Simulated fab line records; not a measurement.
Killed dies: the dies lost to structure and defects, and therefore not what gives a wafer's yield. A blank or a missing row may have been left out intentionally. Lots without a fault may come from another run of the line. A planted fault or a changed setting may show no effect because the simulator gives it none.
Which tool was responsible? ; flow n5_finfet ; 11 lots with 30 wafers sampled at 2 steps, on a route of 1938 steps

WHAT EACH GAUGE READ, for each wafer
N5_BEOL_M5_INSPECT_13: inspects for defects (brightfield).
lot;measured;on;raw_defect_count
L380;day 8 18:23;defect_inspect-01;564 571 582
L382;day 9 03:00;defect_inspect-02;656 500 526
L383;day 9 03:26;defect_inspect-01;413 562 495
L385;day 9 20:31;defect_inspect-02;410 360 389
L388;day 10 19:01;defect_inspect-01;377 427
L389;day 11 02:23;defect_inspect-01;447 516
L394;day 11 18:40;defect_inspect-02;370 324
L396;day 12 19:14;defect_inspect-01;587 676 597
L400;day 13 10:08;defect_inspect-02;422 332 515
L401;day 13 17:26;defect_inspect-01;606 518 625
L402;day 13 23:13;defect_inspect-01;564 429 630

EACH LOT AND THE TOOL THAT RAN IT (in order: tool; ch and the chambers of the sampled wafers; start)
lot;N5_BEOL_M4_CO_CAP_55
L380;cvd_co-01 ch 0,1, day 8 15:17
L382;cvd_co-01 ch 0,1,2, day 8 20:53
L383;cvd_co-02 ch 0,1,2, day 8 22:59
L385;cvd_co-02 ch 1,2, day 9 17:35
L388;cvd_co-01 ch 0,1, day 10 16:00
L389;cvd_co-01 ch 1,2, day 10 21:52
L394;cvd_co-02 ch 1,2, day 11 15:28
L396;cvd_co-01 ch 0,1,2, day 12 15:44
L400;cvd_co-02 ch 1,2, day 13 05:49
L401;cvd_co-02 ch 1,2, day 13 14:24
L402;cvd_co-01 ch 0,1,2, day 13 18:57
- N5_BEOL_M4_CO_CAP_55: material Co, precursor CCTBA/H2, target thk 2 nm, time 102.1 s.

AS READ BY THE TOOLS THEMSELVES (means over the sampled wafers that have a number; for cases with no such wafer, the mark the record gives instead)
N5_BEOL_M4_CO_CAP_55.
lot;tool;chamber_pressure_Torr (Torr);heater_power_w (W)
L380;cvd_co-01;30.06;216
L382;cvd_co-01;30.01;225
L383;cvd_co-02;29.95;225
L385;cvd_co-02;30.02;227
L388;cvd_co-01;29.97;225
L389;cvd_co-01;30.01;209
L394;cvd_co-02;30.02;228
L396;cvd_co-01;30.03;225
L400;cvd_co-02;30.04;229
L401;cvd_co-02;29.98;229
L402;cvd_co-01;30.02;222

THE ANSWER, worked out from the rows above alone
Rule: the lots themselves supply what counts as usual. The widest of any qualifying gaps counts: lots, ordered by their means at a reading, are off when they make up no more than a third of the lots, leave a main group of 4 or more, and stand apart from it by 3 or more times the standard deviation of that group's means. If all means in a main group match to the digits the tables above print for the reading, that group is not used. Also off: a lot with no number at a reading for which 4 or more lots have one. Any other lot the step has rows for is counted as sound. The gauges are gone through in route order, then the tools' own readings, and for those a lot's mean is taken as printed above. The first step at which some lot is off is used, and at that step the reading that is off furthest; a lot without a number counts as furthest.
No lot is off on any of the readings shown, so nothing can be concluded from this.

WHAT THE SIMULATOR PUT IN
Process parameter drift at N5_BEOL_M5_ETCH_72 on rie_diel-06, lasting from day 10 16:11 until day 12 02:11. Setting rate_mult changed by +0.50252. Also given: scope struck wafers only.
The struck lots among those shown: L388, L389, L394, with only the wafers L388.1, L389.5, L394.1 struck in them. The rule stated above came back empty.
